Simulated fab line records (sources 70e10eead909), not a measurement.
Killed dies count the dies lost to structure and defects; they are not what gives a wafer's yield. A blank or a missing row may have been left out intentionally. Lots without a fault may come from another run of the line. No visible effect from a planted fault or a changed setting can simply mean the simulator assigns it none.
A lot that was struck, set against a sound lot :: flow nand_harc :: 42 out of 1159 route steps
Sound: the wafers L353.2, L353.3, L353.6. Struck: wafers L361.1, L361.5. (L361.6 of the same lot was not struck and is left out.) The cause comes at the end.
For every step that has rows: the tool of each side, followed by ch and its chambers, followed by its first start. Under that, the readings that differ: sound wafers :: struck wafers :: difference of the means :: sigmas: that difference in standard deviations of wafers without a fault.
alike: readings whose means differ by less than 2 such deviations, and words and numbers that are the same on both sides. not compared: withheld readings, readings that some wafer has no value for, bounds like >300 that may hide the same value, and numbers for which the record gives no deviation and whose values overlap.
The two part at a step that has a row with sigmas, a row that says differs or no value, or rows on one side only. Non-overlapping numbers with no deviation appear without sigmas and do not part them. A reading that every wafer of one side lacks parts them only if that side has two wafers or more.

first, 8 steps without rows for these wafers: NHARC_P_GATE_DEHYDRATE_51 (time 120 s); NHARC_P_GATE_HMDS_52 (time 30 s); NHARC_P_GATE_COAT_53; NHARC_P_GATE_SOFTBAKE_54 (time 95 s); NHARC_P_GATE_EBR_55; NHARC_P_GATE_EXPOSE_56 (exposes mask P PSD, target cd 720 nm); NHARC_P_GATE_PEB_57 (peb time 85 s); NHARC_P_GATE_DEVELOP_58 (time 70 s).
NHARC_P_GATE_CD_MEAS_59: the cd target is 720 nm.
  sound on cd_sem-01 ch 0, day 6 11:14; struck on cd_sem-01 ch 0, day 8 17:26
  alike: cd_nm
then, 3 steps without rows for these wafers: NHARC_P_GATE_HARDBAKE_60 (time 80 s); NHARC_P_GATE_DESCUM_61 (chemistry O2, time 3 s); NHARC_P_GATE_IMPLANT_62.
NHARC_P_GATE_STRIP_112: strips in N2/H2, time 200 s.
  sound on plasma_asher-01 ch 0,1, day 6 11:46; struck on plasma_asher-01 ch 1, day 8 18:01
  alike: drypump_motor_current_A, heater_power_w
  not compared: rf_hours_counter_h
then, 10 steps without rows for these wafers: NHARC_P_GATE_STRIP_76 (strips in O2); NHARC_P_GATE_STRIP_63 (strips in SPM, time 900 s); NHARC_P_GATE_DEHYDRATE_83 (time 120 s); NHARC_P_GATE_HMDS_84 (time 30 s); NHARC_P_GATE_COAT_85; NHARC_P_GATE_SOFTBAKE_86 (time 95 s); NHARC_P_GATE_EBR_87; NHARC_P_GATE_EXPOSE_88 (exposes mask P HVN, target cd 2000 nm); NHARC_P_GATE_PEB_89 (peb time 85 s); NHARC_P_GATE_DEVELOP_90 (time 70 s).
NHARC_P_GATE_CD_MEAS_91: the cd target is 2000 nm.
  sound on cd_sem-01 ch 0, day 6 12:57; struck on cd_sem-01 ch 0, day 8 19:09
  alike: cd_nm
then, 1 step without rows for these wafers: NHARC_P_GATE_HARDBAKE_92 (time 80 s).
NHARC_P_GATE_DESCUM_93: chemistry O2, time 3 s.
  sound on rie_diel-05 ch 0,1,2, day 6 13:07; struck on rie_diel-05 ch 0,2, day 8 19:21
  alike: drypump_motor_current_A, oes_product_au, rf_vpp_V, showerhead_plenum_p_Torr, throttle_valve_pct
  not compared: rf_hours_counter_h
then, 2 steps without rows for these wafers: NHARC_P_GATE_IMPLANT_94; NHARC_P_GATE_STRIP_113 (strips in N2/H2, time 740 s).
NHARC_P_GATE_STRIP_95: strips in O2.
  sound on plasma_asher-02 ch 0,1, day 6 14:13; struck on plasma_asher-01 ch 0,1, day 8 20:23
reading: heater_power_w (W)
sound: 377 371 341
struck: 267 293
difference: -83
sigmas: -2
  alike: drypump_motor_current_A
  not compared: rf_hours_counter_h
then, 1 step without rows for these wafers: NHARC_P_GATE_STRIP_96 (strips in SPM, time 900 s).
NHARC_P_GATE_RTA_64: time 1 s.
  sound on rtp_anneal-02 ch 0, day 6 14:59; struck on rtp_anneal-01 ch 0, day 8 20:58
reading: lamp_power_pct (%)
sound: 34.8 34.8 34.7
struck: 38.0 37.9
difference: +3.2
sigmas: +2
  alike: lamp_zone_7_pct, wafer_temp_C_max
then, 5 steps without rows for these wafers: NHARC_P_GATE_ETCH_77 (etches SiO2 in dHF, target depth 6 nm); NHARC_P_GATE_DEGAS_109 (time 60 s); NHARC_P_GATE_PRE_CLEAN_110 (time 30 s); NHARC_P_GATE_SPUTTER_78 (material Ni, target thk 10 nm); NHARC_P_GATE_SPUTTER_79 (material TiN, target thk 10 nm).
NHARC_P_GATE_RTA_80: time 30 s.
  sound on rtp_anneal-02 ch 0, day 6 15:46; struck on rtp_anneal-01 ch 0, day 8 21:34
reading: lamp_power_pct (%)
sound: 2.07 2.07 2.07
struck: 2.26 2.26
difference: +0.19
sigmas: +2

reading: lamp_zone_7_pct (%)
sound: 2.17 2.17 2.17
struck: 2.37 2.37
difference: +0.20
sigmas: +2
  alike: wafer_temp_C_max
then, 1 step without rows for these wafers: NHARC_P_GATE_STRIP_67 (strips in SPM, time 600 s).
NHARC_P_GATE_RTA_82: time 30 s.
  sound on rtp_anneal-01 ch 0, day 6 16:23; struck on rtp_anneal-02 ch 0, day 8 22:01
reading: lamp_power_pct (%)
sound: 4.45 4.44 4.44
struck: 4.08 4.07
difference: -0.37
sigmas: -2

reading: lamp_zone_7_pct (%)
sound: 4.68 4.68 4.68
struck: 4.29 4.29
difference: -0.39
sigmas: -2
  alike: wafer_temp_C_max
NHARC_P_GATE_INSPECT_68:
  sound: defect_inspect-01 at day 6 16:33; struck: defect_inspect-02 at day 8 22:13
reading: raw_defect_count
sound: 193 79 97
struck: 1076 1244
difference: +1037
sigmas: +13
then, 1 step without rows for these wafers: NHARC_P_CONTACT_DEP_30 (deposits SiNx, target thk 30 nm).
-- jump in the record: it breaks off in module P_CONTACT and resumes in module END (first step shown: number 1159 of the route), and 14 days separate the struck wafers' starts before and after --
NHARC_END_SORT_01:
  sound on prober-01 ch 0, day 20 11:42; struck on prober-01 ch 0, day 22 13:35
reading: killed_at_periphery
sound: 5 2 3
struck: 95 102
difference: +95
sigmas: +43

reading: killed_dies
sound: 22 20 20
struck: 118 132
difference: +104
sigmas: +9
  alike: killed_at_array, killed_at_other, killed_open, killed_short

== WHERE THEY PART ==
First at NHARC_P_GATE_STRIP_95; last, within this record, at NHARC_END_SORT_01.

WHY: whatever the simulator had introduced
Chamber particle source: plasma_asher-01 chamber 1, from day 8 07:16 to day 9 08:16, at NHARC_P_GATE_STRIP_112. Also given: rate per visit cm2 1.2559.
